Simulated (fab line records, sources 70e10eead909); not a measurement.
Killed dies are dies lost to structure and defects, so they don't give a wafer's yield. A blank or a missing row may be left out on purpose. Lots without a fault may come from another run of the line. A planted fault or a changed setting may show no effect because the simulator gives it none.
Which tool did it? | flow nand_harc | 12 lots, 36 wafers sampled, at 5 steps of a route of 1302

WHAT THE GAUGES READ, wafer by wafer
NHARC_HYBRID_BOND_OVL_MEAS_05. Usual: overlay_x_nm -4 nm, standard deviation 32; overlay_y_nm 2 nm, standard deviation 34.
lot  | measured     | on         | overlay_x_nm (nm) | overlay_y_nm (nm) | flag
L243 | day 25 00:56 | overlay-01 | -21 -49 31        | -9 -56 97         |
L244 | day 25 10:11 | overlay-02 | -20 -85 13        | -28 19 -11        |
L246 | day 25 00:56 | overlay-02 | -46 3 -1          | 17 -54 -25        |
L247 | day 25 00:56 | overlay-02 | -64 -14 36        | 39 70 17          |
L248 | day 25 17:29 | overlay-02 | -7 -33 -5         | -27 5 18          |
L249 | day 26 16:48 | overlay-02 | -34 -57 6         | 40 -25 -11        |
L252 | day 28 02:47 | overlay-01 | -7 -32 -15        | 10 -2 50          |
L254 | day 28 22:05 | overlay-01 | 9 -28 81          | -22 -36 23        |
L255 | day 28 22:05 | overlay-02 | -71 -7 49         | 8 -20 -37         |
L262 | day 31 19:17 | overlay-01 | 28 49 6           | 6 67 33           |
L263 | day 31 19:17 | overlay-02 | -21 13 24         | 36 43 -19         |
L261 | day 32 10:56 | overlay-02 | 25 0 -15          | 7 -55 29          |

NHARC_END_SORT_01. Usual: killed_at_array 52, standard deviation 16; killed_at_other 0.8, standard deviation 1.1; killed_at_periphery 4.2, standard deviation 2.5; killed_dies 57, standard deviation 16; killed_open 3.4, standard deviation 2; killed_short 2.6, standard deviation 1.6.
lot  | measured     | on        | killed_at_array | killed_at_other | killed_at_periphery | killed_dies | killed_open | killed_short | flag
L262 | day 33 02:05 | prober-01 | 52 58 72        | 0 1 0           | 40 36 3             | 92 95 75    | 3 2 6       | 2 0 1        | OFF
L261 | day 33 09:09 | prober-01 | 35 53 42        | 0 0 0           | 6 41 6              | 41 94 48    | 5 4 8       | 1 2 3        | OFF

WHICH TOOL RAN EACH LOT (tool, then ch and the chambers of the sampled wafers, then the start)
lot  | NHARC_P_CONTACT_CVD_23        | NHARC_THIN_TSV_CMP_21         | NHARC_THIN_TSV_DESCUM_35
L243 | cvd_w-01 ch 0, day 6 08:48    | cmp-04 ch 1,2,3, day 25 07:59 | rie_diel-03 ch 1,2,3, day 25 09:36
L244 | cvd_w-02 ch 0,1, day 6 19:21  | cmp-02 ch 0,1,3, day 25 17:14 | rie_diel-08 ch 0,1,3, day 25 18:59
L246 | cvd_w-02 ch 0, day 7 13:01    | cmp-02 ch 0,2, day 25 09:15   | rie_diel-08 ch 0,1,2, day 25 10:56
L247 | cvd_w-01 ch 0,1, day 8 01:12  | cmp-01 ch 0,1,2, day 25 11:37 | rie_diel-03 ch 0,1,2, day 25 13:22
L248 | cvd_w-02 ch 0,1, day 8 09:59  | cmp-02 ch 1,2, day 26 00:41   | rie_diel-03 ch 0,2, day 26 02:25
L249 | cvd_w-02 ch 0,1, day 8 21:52  | cmp-02 ch 2,3, day 26 23:44   | rie_diel-08 ch 0,1, day 27 01:22
L252 | cvd_w-01 ch 0,1, day 10 07:28 | cmp-04 ch 0,3, day 28 09:58   | rie_diel-11 ch 0,1, day 28 11:43
L254 | cvd_w-02 ch 0,1, day 11 04:07 | cmp-04 ch 0,2,3, day 29 05:10 | rie_diel-08 ch 1,2,3, day 29 06:55
L255 | cvd_w-01 ch 0,1, day 11 05:22 | cmp-04 ch 0,1,3, day 29 06:27 | rie_diel-03 ch 0,1,2, day 29 08:11
L262 | cvd_w-02 ch 0,1, day 14 09:24 | cmp-02 ch 0,1,2, day 32 08:09 | rie_diel-08 ch 0,1,3, day 32 09:51
L263 | cvd_w-01 ch 0,1, day 14 10:16 | cmp-01 ch 0,1,2, day 32 06:50 | rie_diel-08 ch 0,2,3, day 32 08:35
L261 | cvd_w-02 ch 0,1, day 14 15:36 | cmp-02 ch 0,2,3, day 32 19:32 | rie_diel-08 ch 0,2, day 32 21:16
- NHARC_P_CONTACT_CVD_23: deposits W, target thk 200 nm, time 557 s.
- NHARC_THIN_TSV_CMP_21: polishes, t overpolish 30 s, target thk 2000 nm.
- NHARC_THIN_TSV_DESCUM_35: chemistry O2, time 3 s.

WHAT THE TOOLS THEMSELVES READ (means of the sampled wafers that have a number; where no wafer has one, the mark that the record gives instead)
NHARC_P_CONTACT_CVD_23. Usual: heater_power_w 474 W, standard deviation 40; throttle_valve_pct 8.11 %, standard deviation 0.29.
lot  | tool     | heater_power_w (W) | throttle_valve_pct (%) | flag
L243 | cvd_w-01 | 450                | 8.05                   |
L244 | cvd_w-02 | 465                | 8.31                   |
L246 | cvd_w-02 | 447                | 8.24                   |
L247 | cvd_w-01 | 488                | 8.10                   |
L248 | cvd_w-02 | 472                | 8.58                   |
L249 | cvd_w-02 | 462                | 8.41                   |
L252 | cvd_w-01 | 471                | 7.89                   |
L254 | cvd_w-02 | 460                | 8.34                   |
L255 | cvd_w-01 | 470                | 7.83                   |
L262 | cvd_w-02 | 466                | 8.26                   |
L263 | cvd_w-01 | 474                | 8.28                   |
L261 | cvd_w-02 | 446                | 8.22                   |

NHARC_THIN_TSV_CMP_21. Usual: edge_zone_pressure_frac 1.000, standard deviation 0.0049; motor_current_A 11.7 A, standard deviation 0.93; overpolish_run_s 30.000 s, standard deviation 0.0093.
lot  | tool   | edge_zone_pressure_frac | motor_current_A (A) | overpolish_run_s (s) | flag
L243 | cmp-04 | 1.002                   | 11.6                | 30.000               |
L244 | cmp-02 | 0.996                   | 12.0                | 29.992               |
L246 | cmp-02 | 1.000                   | 11.2                | 30.007               |
L247 | cmp-01 | 1.005                   | 12.2                | 30.005               |
L248 | cmp-02 | 0.996                   | 11.9                | 30.010               |
L249 | cmp-02 | 0.998                   | 12.3                | 30.006               |
L252 | cmp-04 | 0.994                   | 12.3                | 30.001               |
L254 | cmp-04 | 1.001                   | 11.6                | 29.991               |
L255 | cmp-04 | 0.998                   | 11.4                | 30.007               |
L262 | cmp-02 | 1.002                   | 11.8                | 29.987               |
L263 | cmp-01 | 0.996                   | 11.8                | 29.999               |
L261 | cmp-02 | 0.998                   | 11.5                | 29.997               |

NHARC_THIN_TSV_DESCUM_35. Usual: chamber_pressure_mTorr 60.00 mTorr, standard deviation 0.057; drypump_motor_current_A 5.6 A, standard deviation 0.58; oes_product_au 0.999 a.u., standard deviation 0.0079; rf_vpp_V 57.7 V, standard deviation 0.95; showerhead_plenum_p_Torr 1.90 Torr, standard deviation 0.1; throttle_valve_pct 11.311 %, standard deviation 0.0093.
lot  | tool        | chamber_pressure_mTorr (mTorr) | drypump_motor_current_A (A) | oes_product_au (a.u.) | rf_vpp_V (V) | showerhead_plenum_p_Torr (Torr) | throttle_valve_pct (%) | flag
L243 | rie_diel-03 | 60.03                          | 5.8                         | 1.004                 | 57.1         | 1.89                            | 11.310                 |
L244 | rie_diel-08 | 60.03                          | 5.5                         | 1.001                 | 57.5         | 1.93                            | 11.308                 |
L246 | rie_diel-08 | 59.99                          | 5.6                         | 1.001                 | 58.1         | 1.93                            | 11.314                 |
L247 | rie_diel-03 | 59.97                          | 5.9                         | 0.997                 | 57.2         | 1.89                            | 11.308                 |
L248 | rie_diel-03 | 60.02                          | 5.9                         | 1.002                 | 58.5         | 1.92                            | 11.308                 |
L249 | rie_diel-08 | 60.00                          | 5.6                         | 1.003                 | 57.7         | 1.90                            | 11.311                 |
L252 | rie_diel-11 | 60.02                          | 5.7                         | 0.988                 | 57.9         | 1.89                            | 11.312                 |
L254 | rie_diel-08 | 60.02                          | 6.0                         | 0.997                 | 58.2         | 2.01                            | 11.305                 |
L255 | rie_diel-03 | 60.01                          | 5.9                         | 0.987                 | 57.9         | 1.89                            | 11.308                 |
L262 | rie_diel-08 | 59.94                          | 5.5                         | 1.001                 | 59.0         | 1.93                            | 11.304                 |
L263 | rie_diel-08 | 59.97                          | 5.5                         | 1.002                 | 57.5         | 1.96                            | 11.311                 |
L261 | rie_diel-08 | 60.01                          | 5.6                         | 1.006                 | 58.1         | 1.96                            | 11.316                 |

THE ANSWER, worked out from the rows above alone
Rule: a lot is off if the mean of its wafers that have a number lies more than 3 standard deviations from the usual mean. A lot without any number at a reading at which 4 lots or more have one is off too. The other lots that the step has rows for count as sound. The gauges are gone through in route order, then the tools' own readings, and for those a lot's mean is taken as printed above. The first step at which some lot is off is used, and at that step the reading that is off furthest; a lot without a number counts as furthest.
Off: L262, L261, at NHARC_END_SORT_01 (killed_at_periphery). Neither off nor sound, because the step has no rows for them: L243, L244, L246, L247, L248, L249, L252, L254, L255, L263.
A tool fits if, at a process step before that reading, it ran every lot that is off, and no sound lot after the first of them. The gauges at NHARC_END_SORT_01 are tried like those tools. Can't be told from this: 4 tools fit, cvd_w-02 at NHARC_P_CONTACT_CVD_23, cmp-02 at NHARC_THIN_TSV_CMP_21, rie_diel-08 at NHARC_THIN_TSV_DESCUM_35, prober-01 at NHARC_END_SORT_01.

WHAT THE SIMULATOR HAD PUT IN
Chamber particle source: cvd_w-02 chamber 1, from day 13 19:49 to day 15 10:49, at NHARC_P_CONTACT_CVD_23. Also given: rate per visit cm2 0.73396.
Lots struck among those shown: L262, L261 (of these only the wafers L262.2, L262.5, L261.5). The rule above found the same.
